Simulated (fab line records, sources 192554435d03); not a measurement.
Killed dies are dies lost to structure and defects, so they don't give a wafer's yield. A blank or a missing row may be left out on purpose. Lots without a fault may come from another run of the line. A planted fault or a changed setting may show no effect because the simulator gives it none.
Chamber matching | flow n5_finfet | N5_FIN_CUT_DESCUM_13 on rie_diel-02: 4 sister chambers
The step chemistry O2, time 7 s. 18 wafers are shown with their chamber, then 9 later ones without.

WAFERS WITH THEIR CHAMBER
wafer  | chamber | showerhead_plenum_p_Torr (Torr) | drypump_motor_current_A (A) | throttle_valve_pct (%)
L074.3 | 0       | 1.95                            | 5.0                         | 20.50
L074.4 | 0       | 1.95                            | 5.0                         | 20.48
L074.5 | 1       | 2.07                            | 5.2                         | 20.34
L076.1 | 2       | 2.07                            | 5.7                         | 20.17
L076.2 | 0       | 1.94                            | 5.0                         | 20.50
L076.4 | 3       | 2.12                            | 5.5                         | 20.45
L077.4 | 0       | 1.94                            | 5.0                         | 20.50
L077.5 | 2       | 2.07                            | 5.7                         | 20.14
L077.6 | 1       | 2.06                            | 5.2                         | 20.35
L080.2 | 0       | 1.94                            | 5.0                         | 20.51
L080.4 | 1       | 2.06                            | 5.2                         | 20.38
L080.5 | 1       | 2.06                            | 5.2                         | 20.36
L082.1 | 0       | 1.94                            | 5.0                         | 20.52
L082.2 | 2       | 2.06                            | 5.8                         | 20.17
L082.6 | 2       | 2.06                            | 5.7                         | 20.16
L086.1 | 0       | 1.94                            | 5.0                         | 20.53
L086.4 | 3       | 2.11                            | 5.4                         | 20.48
L086.6 | 2       | 2.06                            | 5.8                         | 20.19

SIGNATURES (means of the wafers above)
reading                  | chamber 0 | chamber 1 | chamber 2 | chamber 3 | scatter within a chamber
showerhead_plenum_p_Torr | 1.9429    | 2.0625    | 2.0640    | 2.1150    | 0.00526
drypump_motor_current_A  | 5.000     | 5.200     | 5.740     | 5.450     | 0.0348
throttle_valve_pct       | 20.5057   | 20.3575   | 20.1660   | 20.4650   | 0.0174
Rule: a wafer's distance from a chamber is the root of the sum, over the readings, of the square of ((its reading less the chamber's mean) divided by the reading's scatter). The wafer belongs to the nearest chamber; if the next one is less than 2 further off, it can't be placed. The scatter: the root of (the sum of the squares of (reading less its chamber's mean) over the shown wafers, divided by (wafers less chambers)).

WAFERS WITHOUT THEIR CHAMBER
wafer  | showerhead_plenum_p_Torr (Torr) | drypump_motor_current_A (A) | throttle_valve_pct (%)
L087.1 | 2.11                            | 5.4                         | 20.48
L087.2 | 2.06                            | 5.2                         | 20.02
L087.3 | 1.94                            | 5.0                         | 20.52
L089.4 | 2.06                            | 5.8                         | 20.18
L089.5 | 1.94                            | 5.0                         | 20.55
L089.6 | 2.11                            | 5.5                         | 20.48
L092.1 | 2.10                            | 5.4                         | 20.50
L092.4 | 2.06                            | 5.2                         | 20.03
L092.5 | 1.93                            | 5.0                         | 20.55

WHICH CHAMBER EACH WENT THROUGH
wafer  | from the rows above     | in truth
L087.1 | 3                       | 3
L087.2 | can't be placed: 2 or 1 | 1
L087.3 | 0                       | 0
L089.4 | 2                       | 2
L089.5 | 0                       | 0
L089.6 | 3                       | 3
L092.1 | 3                       | 3
L092.4 | can't be placed: 2 or 1 | 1
L092.5 | 0                       | 0
Placed correctly: 7 of 9. Can't be placed from these rows: 2 (the true chamber is among the candidates in 2). Placed wrongly: 0.
